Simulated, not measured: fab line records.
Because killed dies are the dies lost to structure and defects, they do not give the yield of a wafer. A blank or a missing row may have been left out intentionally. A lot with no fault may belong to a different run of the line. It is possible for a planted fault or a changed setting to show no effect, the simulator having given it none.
Split-lot experiment :: flow n5-finfet :: 21 wafers read from 7 lots, route of 1938 steps

THE SPLIT
At N5_BEOL_M2_COAT_62 (time 60 s, resist thk 12 nm), the setting spin-rpm was moved away from the recipe's 1500 rpm on 8 of the 21 wafers read, by -11.1% to +3.6%. The other wafers ran this setting at the recipe's value.

FROM THE SPLIT TO THE READING: what the file shows between them, 4 steps
- N5_BEOL_M2_COAT_73: time 60 s, resist thk 5 nm
- N5_BEOL_M2_COAT_05: resist thk 30 nm
- N5_BEOL_M2_DESCUM_16: chemistry O2, time 7 s
- N5_BEOL_M2_ETCH_74: etches underlayer in N2/H2, target depth 6.5 nm, time 5.2 s

THE READING
etch.depth-nm (the simulator's own value, which no gauge read), in nm, at N5_BEOL_M2_ETCH_63 (etches SiARC in CF4, target depth 15.6 nm, time 26 s). The file does not state a usual value for it. Across the 13 wafers here that went through the recipe, the average is 12.01 nm and the standard deviation 0.05 nm.

wafer: L076.1
tool, chamber at the split: litho-track-03, 0
spin-rpm as run, rpm: 1500
against the recipe: recipe
etch.depth-nm, nm: 11.93
against lot-mates on the recipe: -

wafer: L076.4
tool, chamber at the split: litho-track-03, 0
spin-rpm as run, rpm: 1500
against the recipe: recipe
etch.depth-nm, nm: 11.93
against lot-mates on the recipe: -

wafer: L076.3
tool, chamber at the split: litho-track-03, 0
spin-rpm as run, rpm: 1500
against the recipe: recipe
etch.depth-nm, nm: 11.98
against lot-mates on the recipe: -

wafer: L083.1
tool, chamber at the split: litho-track-03, 0
spin-rpm as run, rpm: 1500
against the recipe: recipe
etch.depth-nm, nm: 12
against lot-mates on the recipe: -

wafer: L083.3
tool, chamber at the split: litho-track-03, 0
spin-rpm as run, rpm: 1374
against the recipe: -8.4%
etch.depth-nm, nm: 12.59
against lot-mates on the recipe: +0.59

wafer: L083.4
tool, chamber at the split: litho-track-03, 0
spin-rpm as run, rpm: 1374
against the recipe: -8.4%
etch.depth-nm, nm: 12.55
against lot-mates on the recipe: +0.55

wafer: L084.1
tool, chamber at the split: litho-track-02, 0
spin-rpm as run, rpm: 1500
against the recipe: recipe
etch.depth-nm, nm: 12.06
against lot-mates on the recipe: -

wafer: L084.3
tool, chamber at the split: litho-track-02, 0
spin-rpm as run, rpm: 1500
against the recipe: recipe
etch.depth-nm, nm: 12.1
against lot-mates on the recipe: -

wafer: L084.5
tool, chamber at the split: litho-track-02, 0
spin-rpm as run, rpm: 1500
against the recipe: recipe
etch.depth-nm, nm: 12.09
against lot-mates on the recipe: -

wafer: L086.1
tool, chamber at the split: litho-track-03, 0
spin-rpm as run, rpm: 1334
against the recipe: -11.1%
etch.depth-nm, nm: 12.73
against lot-mates on the recipe: +0.73

wafer: L086.2
tool, chamber at the split: litho-track-03, 0
spin-rpm as run, rpm: 1500
against the recipe: recipe
etch.depth-nm, nm: 12
against lot-mates on the recipe: -

wafer: L086.6
tool, chamber at the split: litho-track-03, 0
spin-rpm as run, rpm: 1334
against the recipe: -11.1%
etch.depth-nm, nm: 12.74
against lot-mates on the recipe: +0.74

wafer: L090.1
tool, chamber at the split: litho-track-03, 0
spin-rpm as run, rpm: 1500
against the recipe: recipe
etch.depth-nm, nm: 12.02
against lot-mates on the recipe: -

wafer: L090.4
tool, chamber at the split: litho-track-03, 0
spin-rpm as run, rpm: 1436
against the recipe: -4.3%
etch.depth-nm, nm: 12.31
against lot-mates on the recipe: +0.31

wafer: L090.6
tool, chamber at the split: litho-track-03, 0
spin-rpm as run, rpm: 1500
against the recipe: recipe
etch.depth-nm, nm: 11.99
against lot-mates on the recipe: -

wafer: L096.1
tool, chamber at the split: litho-track-03, 0
spin-rpm as run, rpm: 1458
against the recipe: -2.8%
etch.depth-nm, nm: 12.22
against lot-mates on the recipe: +0.22

wafer: L096.3
tool, chamber at the split: litho-track-03, 0
spin-rpm as run, rpm: 1500
against the recipe: recipe
etch.depth-nm, nm: 12
against lot-mates on the recipe: -

wafer: L096.4
tool, chamber at the split: litho-track-03, 0
spin-rpm as run, rpm: 1500
against the recipe: recipe
etch.depth-nm, nm: 11.99
against lot-mates on the recipe: -

wafer: L097.2
tool, chamber at the split: litho-track-02, 0
spin-rpm as run, rpm: 1554
against the recipe: +3.6%
etch.depth-nm, nm: 11.87
against lot-mates on the recipe: -0.13

wafer: L097.4
tool, chamber at the split: litho-track-02, 0
spin-rpm as run, rpm: 1554
against the recipe: +3.6%
etch.depth-nm, nm: 11.83
against lot-mates on the recipe: -0.17

wafer: L097.5
tool, chamber at the split: litho-track-02, 0
spin-rpm as run, rpm: 1500
against the recipe: recipe
etch.depth-nm, nm: 12
against lot-mates on the recipe: -

THE FIT
A straight line over all 21 wafers: etch.depth-nm changes by -0.064 nm for each +1% of spin-rpm; r = -0.99; the points scatter about the line by 0.048 nm.
The same after taking each lot's own level away (the mean of its wafers on the recipe; 21 wafers): -0.0644 nm for each +1%; r = -0.99; scatter 0.031 nm.
Per that fit: largest spin-rpm move, reading shift of 0.71 nm.
Across the lots, their own levels run from 11.947 to 12.083 nm, a range of 2.8 times the standard deviation given above.
So the lot-to-lot level changes the slope little: the two slopes agree.
Check: with one of the wafers moved furthest among these (-11.1%) left out of the fit, the line predicts +0.729 nm for it against its lot-mates. Against them it came out at +0.73 nm.

THE OTHER SPLITS THESE WAFERS WENT THROUGH
Before the reading, these wafers also passed through other splits. Each is held against what the fit with the lots' levels taken away leaves over:
other split on the same wafers: N5_BEOL_M1_EXPOSE_08 dose-mj
wafers away from the commonest value: 6
r with etch.depth-nm (lot level and that fit taken away): +0.23

other split on the same wafers: N5_BEOL_M2_PECVD_72 temp-c
wafers away from the commonest value: 6
r with etch.depth-nm (lot level and that fit taken away): -0.09

THE WHOLE CHAIN: every reading that the file lists as answering this split, in the file's order
step: N5_BEOL_M2_COAT_62
what it does: time 60 s, resist thk 12 nm
reading: SiARC_of_BEOL_M2_COAT_62.thk-nm (the simulator's own value, which no gauge read)
change (the file's fit): -0.0727 nm for each +1% of the setting
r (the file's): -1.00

step: N5_BEOL_M2_ETCH_63
what it does: etches SiARC in CF4, target depth 15.6 nm, time 26 s
reading: etch.depth-nm (the simulator's own value, which no gauge read)
change (the file's fit): -0.0661 nm for each +1% of the setting
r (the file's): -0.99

FILE'S OWN FIT
etch.depth-nm changes by -0.0661 nm for each +1% of spin-rpm, r = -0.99.
